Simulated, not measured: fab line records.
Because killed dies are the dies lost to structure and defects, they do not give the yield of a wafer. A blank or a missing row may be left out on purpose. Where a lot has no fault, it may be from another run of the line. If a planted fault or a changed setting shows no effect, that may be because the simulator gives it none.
fab line records    flow n5_finfet
record lots=6  wafers=16  last_day=19
route steps=1938 shown BEOL_M11@1587 PASSIVATION@1936
lots that met no fault: taken from a fault-free run of the same line
start_h: hours from the record's opening day to when the first of the lot's shown wafers began    wait_h: how many hours have passed since the lot's step before this one    " the same as in the row above    L1.1+2: a row that stands for several wafers    - value missing, or start not given    * or withheld: withheld    < > ~ a bound
route shown NAME@n: a module of which the file shows steps, and the number in the route of the first    usual: the fault-free wafers' mean and standard deviation    same: alike in all rows    chamber/n: place in a boat    sites: per-site readings    _std_site: the standard deviation of these    _edge_site: inner sites' mean taken away from outer sites' mean    radius_mm: how far each site lies from the wafer's centre    mask NAME#n: copy n    behind: the tool/chamber that last shaped the wafer    hold: why the lot went on hold/how many hours it stayed there/how the hold came to an end    device: the transistor (n, p or np) that didn't switch    end of line: the tests these same wafers got at the end of their route    a step given without rows: its recipe and nothing more    killed: dies that structure and defects cost at the first sort, which is not the same as the wafer's yield    map: shows each die of a wafer: x if killed, . if not, _ if none is there
set.NAME: the run value of the setting; set.NAME@STEP: its run value at that earlier step    model.NAME: the simulator's own value behind a step, which no gauge read
a table for each step, a row for each wafer; lots at some steps of the route
services: the hour from which a tool's chamber was out of use, counted from the record's first day as start_h (under 0 if before that day), plus the number of hours and why
## steps
# step N5_BEOL_M11_CURE_72
# recipe temp_c=370  time_s=120  ambient=DMADMS/He  material=SiCOH_lowk
# step N5_BEOL_M11_DEGAS_44
# recipe ambient=vacuum  temp_c=250  time_s=60
# step N5_BEOL_M11_PRE_CLEAN_45
# recipe gas=H2/He  time_s=30  temp_c=250
# usual heater_power_w=313/36
lot.wafer  tool            chamber  start_h  wait_h  heater_power_w
L123.2     pvd_sputter-03  -        272.60   0.0     265
L123.4     "               -        "        "       271
L123.5     "               -        "        "       273
L133.1     pvd_sputter-01  -        334.92   0.0     294
L133.3     "               -        "        "       327
L136.3     pvd_sputter-02  -        349.59   0.0     387
L136.6     "               -        "        "       276
L141.3     pvd_sputter-03  -        397.39   0.0     257
L141.4     "               -        "        "       279
L141.5     "               -        "        "       263
L143.3     pvd_sputter-02  -        412.76   0.0     325
L143.4     "               -        "        "       283
L143.6     "               -        "        "       385
L146.1     pvd_sputter-01  -        422.59   0.0     349
L146.4     "               -        "        "       314
L146.5     "               -        "        "       305
# step N5_BEOL_M11_ALD_74
# recipe material=TaN  target_thk_a=20  temp_c=275  ald_precursor_family=PDMAT  ald_co_reactant=NH3  pressure_torr=3  carrier_flow_sccm=1500  pulse_time_s=2  purge_time_s=3  co_reactant_purge_time_s=2  co_reactant_pulse_time_s=3  ald_cycles=40  precursor_vessel_temp_c=75  precursor_vessel_pressure_torr=26.25  precursor_vessel_carrier_sccm=1000
# usual chamber_pressure_Torr=3.000/0.0064  heater_power_w=418/53
lot.wafer  tool          chamber  start_h  wait_h  chamber_pressure_Torr  heater_power_w  since_wet_clean_h
L123.2     ald_metal-01  1        272.70   0.1     3.001                  378             1474
L123.4     "             3        "        "       3.000                  392             1474
L123.5     "             0        "        "       3.000                  416             -
L133.1     ald_metal-02  3        334.98   0.0     3.003                  369             6152
L133.3     "             0        "        "       2.994                  463             6152
L136.3     ald_metal-01  3        349.74   0.1     3.012                  402             1551
L136.6     "             0        "        "       2.999                  419             -
L141.3     ald_metal-02  3        397.45   0.0     3.011                  346             46
L141.4     "             2        "        "       2.988                  341             46
L141.5     "             2        "        "       2.994                  328             -
L143.3     ald_metal-04  1        412.82   0.0     2.990                  419             4691
L143.4     "             0        "        "       3.004                  519             4691
L143.6     "             2        "        "       2.994                  409             -
L146.1     ald_metal-01  3        422.71   0.1     2.989                  407             1624
L146.4     "             1        "        "       3.009                  385             1624
L146.5     "             3        "        "       2.999                  401             -
# step N5_BEOL_M11_SURFACE_TREAT_76
# recipe gas=Ar  time_s=*  ion_energy_ev=*  ion_current_ma_cm2=0.5  pressure_mtorr=*  ar_flow_sccm=30
# usual throttle_valve_pct=*
lot.wafer  tool            chamber  start_h  wait_h  throttle_valve_pct
L123.2     pvd_sputter-03  -        273.10   0.3     *
L123.4     "               -        "        "       *
L123.5     "               -        "        "       *
L133.1     pvd_sputter-03  -        335.33   0.2     *
L133.3     "               -        "        "       *
L136.3     pvd_sputter-03  -        351.32   1.5     *
L136.6     "               -        "        "       *
L141.3     pvd_sputter-01  -        397.77   0.2     *
L141.4     "               -        "        "       *
L141.5     "               -        "        "       *
L143.3     pvd_sputter-01  -        413.27   0.3     *
L143.4     "               -        "        "       *
L143.6     "               -        "        "       *
L146.1     pvd_sputter-03  -        423.01   0.2     *
L146.4     "               -        "        "       *
L146.5     "               -        "        "       *
# step N5_BEOL_M11_CVD_75
# recipe material=Co  target_thk_a=20  temp_c=withheld  precursor=CCTBA/H2  pressure_torr=30  time_s=138.9
# step N5_BEOL_M11_SPUTTER_48
# recipe material=Cu  target_thk_a=120  temp_c=-20  bias_v=60  power_w=26000  chamber_pressure_pa=0.13  time_s=2
# step N5_BEOL_M11_ECD_50
# recipe material=Cu  target_thk_a=3180
# step N5_BEOL_M11_ANNEAL_51
# recipe temp_c=225  time_s=90  ambient=N2
# usual wafer_temp_C_max=226.01/0.25
lot.wafer  tool           chamber  start_h  wait_h  wafer_temp_C_max
L123.2     rtp_anneal-01  0        274.30   0.9     226.01
L123.4     "              0        "        "       226.94
L123.5     "              0        "        "       225.92
L133.1     rtp_anneal-02  0        335.81   0.1     226.31
L133.3     "              0        "        "       226.00
L136.3     rtp_anneal-02  0        351.84   0.1     226.04
L136.6     "              0        "        "       225.99
L141.3     rtp_anneal-02  0        398.64   0.1     226.33
L141.4     "              0        "        "       225.92
L141.5     "              0        "        "       226.20
L143.3     rtp_anneal-02  0        414.01   0.3     226.33
L143.4     "              0        "        "       226.07
L143.6     "              0        "        "       225.94
L146.1     rtp_anneal-01  0        423.72   0.2     226.16
L146.4     "              0        "        "       226.01
L146.5     "              0        "        "       225.76
# step N5_BEOL_M11_CMP_52
# recipe stop_on=SiCOH_lowk  t_overpolish_s=7  down_force_psi=1  platen_rpm=50  clearing_platen_down_force_psi=1.5  clearing_platen_rpm=50  post_cmp_clean=cu_alkaline  target_thk_nm=140  clearing_platen_pad_velocity_m_s=0.99484  pad_velocity_m_s=0.99484
# usual barrier_field_endpoint_s=28.9/0.69  motor_current_A=6.1/0.45  overpolish_run_s=7.001/0.0091  pad_life_wafers=665/540  time_to_endpoint_s=66/3.1
# same t_overpolish_s=7
lot.wafer  tool    chamber  start_h  wait_h  barrier_field_endpoint_s  motor_current_A  overpolish_run_s  pad_life_wafers  time_to_endpoint_s
L123.2     cmp-01  1        274.78   0.4     28.6                      6.2              6.994             60               66
L123.4     "       0        "        "       28.7                      5.9              7.002             63               64
L123.5     "       2        "        "       29.6                      6.9              6.996             -                66
L133.1     cmp-04  3        336.10   0.3     27.3                      6.1              7.010             1566             62
L133.3     "       2        "        "       27.9                      6.3              6.983             1569             64
L136.3     cmp-01  3        352.16   0.3     29.0                      5.4              6.991             741              70
L136.6     "       0        "        "       29.7                      5.8              7.010             -                66
L141.4     cmp-01  0        398.93   0.2     28.1                      5.6              7.003             1130             64
L141.3     "       1        "        "       27.9                      6.3              7.001             1131             64
L141.5     "       3        "        "       29.4                      5.4              6.983             -                68
L143.3     cmp-04  2        414.22   0.2     28.6                      6.7              7.004             180              60
L143.4     "       1        "        "       28.8                      6.1              6.998             183              61
L143.6     "       3        "        "       28.5                      6.1              7.012             -                64
L146.4     cmp-04  1        424.01   0.1     29.7                      6.7              7.009             258              63
L146.1     "       0        "        "       29.0                      5.7              6.986             261              69
L146.5     "       1        "        "       28.4                      6.8              6.996             -                65
# step N5_BEOL_M11_THK_MEAS_53
# recipe thk_meas_gauge=xrf  reads=Cu_of_BEOL_M11_ECD_50
# usual M11_THK=140.1/2.5
lot.wafer  tool           chamber  start_h  wait_h  M11_THK[nm]
L123.2     film_metro-02  -        275.07   -       138.9
L123.4     "              -        "        "       138.2
L123.5     "              -        "        "       140.6
L133.1     film_metro-01  -        336.40   -       138.5
L133.3     "              -        "        "       138.9
L136.3     film_metro-02  -        352.34   -       135.3
L136.6     "              -        "        "       136.4
L141.3     film_metro-01  -        399.15   -       139.0
L141.4     "              -        "        "       140.0
L141.5     "              -        "        "       143.0
L143.3     film_metro-02  -        414.52   -       137.3
L143.4     "              -        "        "       141.0
L143.6     "              -        "        "       143.8
L146.1     film_metro-02  -        424.31   -       145.7
L146.4     "              -        "        "       140.0
L146.5     "              -        "        "       136.2
# step N5_BEOL_M11_PRE_CLEAN_55
# recipe gas=NH3  time_s=15  temp_c=withheld  rf_power_w=300
# step N5_BEOL_M11_DEP_56
# recipe material=SiCN  target_thk_a=300  temp_c=withheld  precursor=3MS/NH3  pressure_torr=3  rf_w=675  time_s=10.5
# usual chamber_pressure_Torr=3.001/0.0064  showerhead_plenum_p_Torr=4.18/0.031  throttle_valve_pct=18.0/1.2
lot.wafer  tool      chamber  start_h  wait_h  chamber_pressure_Torr  showerhead_plenum_p_Torr  since_wet_clean_h  throttle_valve_pct  model.SiCN_of_BEOL_M11_DEP_56.thk_nm
L123.2     pecvd-01  2        275.14   0.0     3.012                  4.19                      44                 16.5                29.8
L123.4     "         2        "        "       2.996                  4.18                      -                  16.4                30.4
L123.5     "         1        "        "       2.998                  4.24                      -                  19.9                30.4
L133.1     pecvd-04  1        336.46   0.0     2.989                  4.13                      1947               17.3                30
L133.3     "         0        "        "       2.998                  4.18                      1222               18.7                40.8
L136.3     pecvd-04  2        352.40   0.0     3.005                  4.19                      484                17.4                40.6
L136.6     "         1        "        "       2.993                  4.12                      -                  17.2                30.4
L141.3     pecvd-01  0        399.21   0.0     3.001                  4.16                      922                17.4                29.2
L141.4     "         0        "        "       2.998                  4.17                      -                  17.6                30.4
L141.5     "         2        "        "       3.007                  4.18                      -                  16.6                29.4
L143.3     pecvd-02  0        414.59   0.0     3.000                  4.18                      1481               18.6                29.6
L143.4     "         0        "        "       3.002                  4.18                      -                  18.7                29.6
L143.6     "         1        "        "       2.988                  4.13                      -                  16.3                30
L146.1     pecvd-04  2        424.37   0.0     2.992                  4.18                      555                17.8                29.6
L146.4     "         2        "        "       2.996                  4.18                      -                  17.5                30.6
L146.5     "         1        "        "       2.992                  4.13                      -                  17.1                30.6
# step N5_BEOL_M11_RS_MEAS_57
# recipe thk_meas_gauge=four-point-probe  reads=Cu_of_BEOL_M11_ECD_50+Co_of_BEOL_M11_CVD_75+TaN_of_BEOL_M11_ALD_74
# usual M11_RS=0.1505/0.0027
lot.wafer  tool           chamber  start_h  wait_h  M11_RS[ohm/sq]
L123.2     film_metro-02  -        275.20   0.0     0.1519
L123.4     "              -        "        "       0.1536
L123.5     "              -        "        "       0.1493
L133.1     film_metro-01  -        336.52   0.0     0.1538
L133.3     "              -        "        "       0.1529
L136.3     film_metro-01  -        352.47   0.0     0.1544
L136.6     "              -        "        "       0.1530
L141.3     film_metro-01  -        399.29   0.1     0.1528
L141.4     "              -        "        "       0.1520
L141.5     "              -        "        "       0.1491
L143.3     film_metro-02  -        414.65   0.0     0.1540
L143.4     "              -        "        "       0.1496
L143.6     "              -        "        "       0.1476
L146.1     film_metro-02  -        424.44   0.0     0.1449
L146.4     "              -        "        "       0.1510
L146.5     "              -        "        "       0.1554
# step N5_PASSIVATION_PROBE_49
# usual defect_limited_yield=91.5/1.4  killed_at_M0_to_M3=34/11  killed_at_M4_up=15/6  killed_at_contacts=11/5.9  killed_at_front_end=37/11  killed_at_other=3.6/2.9  killed_dies=101/17  killed_open=66/12  killed_short=33/7.8  sort_bin_5_function=5.0/0.97  sort_bin_6_memory=3.2/0.65  sort_bin_8_speed=0.02/0.2  sort_n_pass=1079/17  sort_yield_pct=91.4/1.4
# same gross_dies=1180  killed_at_back_side=0  sort_bin_4_leakage[%]=0
lot.wafer  tool       chamber  start_h  wait_h  defect_limited_yield[%]  killed_at_M0_to_M3  killed_at_M4_up  killed_at_contacts  killed_at_front_end  killed_at_other  killed_dies  killed_open  killed_short  sort_bin_5_function[%]  sort_bin_6_memory[%]  sort_bin_8_speed[%]  sort_n_pass  sort_yield_pct[%]
L123.2     prober-02  -        307.16   0.1     91.7                     43                  21               5                   24                   5                98           72           24            5.0                     3.1                   0                    1082         91.7
L123.4     prober-02  -        307.26   0.2     90.2                     52                  13               10                  41                   0                116          70           43            5.7                     3.9                   0                    1064         90.2
L123.5     prober-02  -        307.31   0.2     89.5                     55                  12               18                  36                   3                124          77           45            6.6                     3.6                   0                    1056         89.5
L133.1     prober-01  -        375.87   0.0     92.3                     39                  8                4                   38                   2                91           47           43            4.9                     2.4                   0                    1089         92.3
L133.3     prober-01  -        375.97   0.1     90.7                     27                  7                5                   69                   2                110          70           40            4.7                     4.2                   0                    1070         90.7
L136.3     prober-01  -        392.47   0.1     91.4                     35                  20               3                   40                   3                101          62           39            5.6                     2.7                   0                    1079         91.4
L136.6     prober-01  -        392.62   0.3     90.4                     44                  11               9                   46                   3                113          73           40            5.8                     3.5                   0                    1067         90.4
L141.3     prober-01  -        441.02   0.1     89.1                     46                  33               7                   38                   5                129          83           46            5.6                     4.9                   0                    1051         89.1
L141.4     prober-01  -        441.07   0.2     92.0                     40                  23               7                   23                   1                94           60           34            4.7                     3.1                   0                    1086         92.0
L141.5     prober-01  -        441.12   0.2     92.5                     34                  9                11                  30                   5                89           62           26            4.7                     2.8                   0                    1091         92.5
L146.1     prober-02  -        462.25   0.0     84.4                     73                  15               16                  76                   4                184          127          55            9.6                     5.8                   0                    996          84.4
L146.4     prober-02  -        462.40   0.2     90.1                     38                  8                2                   65                   4                117          69           47            5.8                     3.8                   0                    1063         90.1
L146.5     prober-02  -        462.45   0.2     90.3                     32                  6                17                  55                   5                115          82           32            6.7                     3.0                   0                    1065         90.3
# killed by level:class
L123.2 BEOL_M2:geometric_particle:open=14 BEOL_M1:geometric_particle:open=12 BEOL_M4:geometric_particle:open=10 BEOL_M0_SAQP:geometric_particle:short=6 FIN_SAQP:geometric_particle:open=5 BEOL_M0_SAQP:geometric_particle:open=5 STI_FIN_REVEAL:geometric_particle:open=4 MOL_CONTACT_COAG:geometric_particle:open=4
L123.4 BEOL_M0_SAQP:geometric_particle:open=15 BEOL_M0_SAQP:geometric_particle:short=11 DUMMY_GATE:geometric_particle:open=10 MOL_CONTACT_COAG:geometric_particle:open=10 BEOL_M2:geometric_particle:open=7 BEOL_M1:geometric_particle:open=6 BEOL_M1:geometric_particle:short=5 FIN_SAQP:geometric_particle:short=4
L123.5 MOL_CONTACT_COAG:geometric_particle:open=13 BEOL_M0_SAQP:geometric_particle:short=12 BEOL_M3:geometric_particle:open=10 BEOL_M0_SAQP:geometric_particle:open=9 FIN_SAQP:geometric_particle:short=7 BEOL_M1:geometric_particle:open=7 BEOL_M2:geometric_particle:open=7 FIN_SAQP:geometric_particle:open=6
L133.1 BEOL_M0_SAQP:geometric_particle:short=11 GATE_CUT:geometric_particle:short=10 BEOL_M3:geometric_particle:open=9 FIN_SAQP:geometric_particle:short=6 STI_FIN_REVEAL:geometric_particle:open=5 BEOL_M1:geometric_particle:open=5 MOL_CONTACT_COAG:geometric_particle:open=4 BEOL_M3:geometric_particle:short=4
L133.3 STI_FIN_REVEAL:geometric_particle:open=26 FIN_SAQP:geometric_particle:open=8 BEOL_M1:geometric_particle:open=8 BEOL_M3:geometric_particle:open=7 STI_FIN_REVEAL:geometric_particle:short=6 STARTING-WAFER:geometric_particle:short=6 FIN_SAQP:geometric_particle:short=5 DUMMY_GATE:geometric_particle:open=5
L136.3 BEOL_M0_SAQP:geometric_particle:short=11 STI_FIN_REVEAL:geometric_particle:open=8 BEOL_M0_SAQP:geometric_particle:open=7 FIN_SAQP:geometric_particle:short=6 FIN_SAQP:geometric_particle:open=6 BEOL_M1:geometric_particle:open=6 BEOL_M2:geometric_particle:open=5 BEOL_M4:geometric_particle:open=5
L136.6 BEOL_M0_SAQP:geometric_particle:short=13 GATE_CUT:geometric_particle:short=10 BEOL_M0_SAQP:geometric_particle:open=9 STI_FIN_REVEAL:geometric_particle:open=8 GATE_CUT:geometric_particle:open=7 MOL_CONTACT_COAG:geometric_particle:open=7 BEOL_M1:geometric_particle:open=7 BEOL_M2:geometric_particle:open=7
L141.3 BEOL_M0_SAQP:geometric_particle:short=21 BEOL_M0_SAQP:geometric_particle:open=17 STI_FIN_REVEAL:geometric_particle:open=14 BEOL_M4:geometric_particle:open=13 BEOL_M4:geometric_particle:short=12 FIN_SAQP:geometric_particle:open=7 MOL_CONTACT_COAG:geometric_particle:open=7 FIN_SAQP:geometric_particle:short=6
L141.4 FIN_SAQP:geometric_particle:short=9 BEOL_M3:geometric_particle:open=9 BEOL_M4:geometric_particle:open=8 BEOL_M0_SAQP:geometric_particle:open=8 BEOL_M5:geometric_particle:open=8 BEOL_M1:geometric_particle:short=7 MOL_CONTACT_COAG:geometric_particle:open=6 BEOL_M0_SAQP:geometric_particle:short=6
L141.5 FIN_SAQP:geometric_particle:open=13 BEOL_M2:geometric_particle:open=10 MOL_CONTACT_COAG:geometric_particle:open=8 BEOL_M0_SAQP:geometric_particle:open=8 BEOL_M0_SAQP:geometric_particle:short=7 BEOL_M3:geometric_particle:open=5 STI_FIN_REVEAL:geometric_particle:open=4 GATE_CUT:geometric_particle:open=4
L146.1 BEOL_M0_SAQP:geometric_particle:short=20 FIN_SAQP:geometric_particle:open=15 STI_FIN_REVEAL:geometric_particle:open=15 BEOL_M0_SAQP:geometric_particle:open=15 MOL_CONTACT_COAG:geometric_particle:open=14 BEOL_M2:geometric_particle:open=14 BEOL_M3:geometric_particle:open=11 FIN_SAQP:geometric_particle:short=8
L146.4 FIN_SAQP:geometric_particle:open=20 BEOL_M0_SAQP:geometric_particle:short=14 STI_FIN_REVEAL:geometric_particle:open=11 BEOL_M0_SAQP:geometric_particle:open=11 FIN_SAQP:geometric_particle:short=9 GATE_CUT:geometric_particle:short=7 ILD0:geometric_particle:short=4 BEOL_M2:geometric_particle:open=4
L146.5 STI_FIN_REVEAL:geometric_particle:open=15 MOL_CONTACT_COAG:geometric_particle:open=12 BEOL_M3:geometric_particle:open=12 GATE_CUT:geometric_particle:open=7 GATE_CUT:geometric_particle:short=6 MOL_CONTACT_COAG:geometric_particle:short=5 BEOL_M2:geometric_particle:open=5 FIN_SAQP:geometric_particle:open=4
## services
tool            chamber  start_h  hours  kind
cmp-04          -        254.38   2.5    repair
cmp-01          -        263.67   4.0    pm
cmp-01          -        267.67   -      consumable_replace:conditioner
cmp-01          -        267.67   -      consumable_replace:pad
ald_metal-02    1        278.08   8.4    repair
ald_metal-04    2        280.58   14.4   repair
pecvd-01        -        284.69   6.0    pm
pecvd-02        -        308.73   1.0    repair
ald_metal-02    -        337.25   14.0   pm
cmp-04          -        340.38   1.5    repair
cmp-01          -        351.41   0.6    repair
ald_metal-01    0        354.37   27.4   repair
cmp-01          -        356.48   5.5    pm
pecvd-02        1        357.81   13.2   repair
ald_metal-02    1        362.17   8.2    repair
cmp-04          -        371.44   7.4    repair
pecvd-01        1        374.02   4.6    repair
ald_metal-01    3        378.15   7.3    repair
pecvd-01        -        379.46   1.3    repair
pvd_sputter-02  -        382.94   2.5    repair
ald_metal-02    -        386.17   1.3    repair
cmp-04          -        390.71   4.0    pm
cmp-01          -        393.76   4.0    repair
cmp-01          -        405.18   0.3    repair
## key
first_sign none at tools or gauges
model_effect step=N5_BEOL_M11_DEP_56  value=SiCN_of_BEOL_M11_DEP_56.thk_nm  without=30  struck=40.7
met_at N5_BEOL_M11_DEP_56
struck_wafers L133.3,L136.3
fault kind=process_parameter_drift  tool=pecvd-04  chamber=-  onset_h=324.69  steps=N5_BEOL_M11_DEP_56  channel=time_s  offset=*  shape=step  end_h=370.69  scope=struck_wafers_only  acts_in=*  stated=*
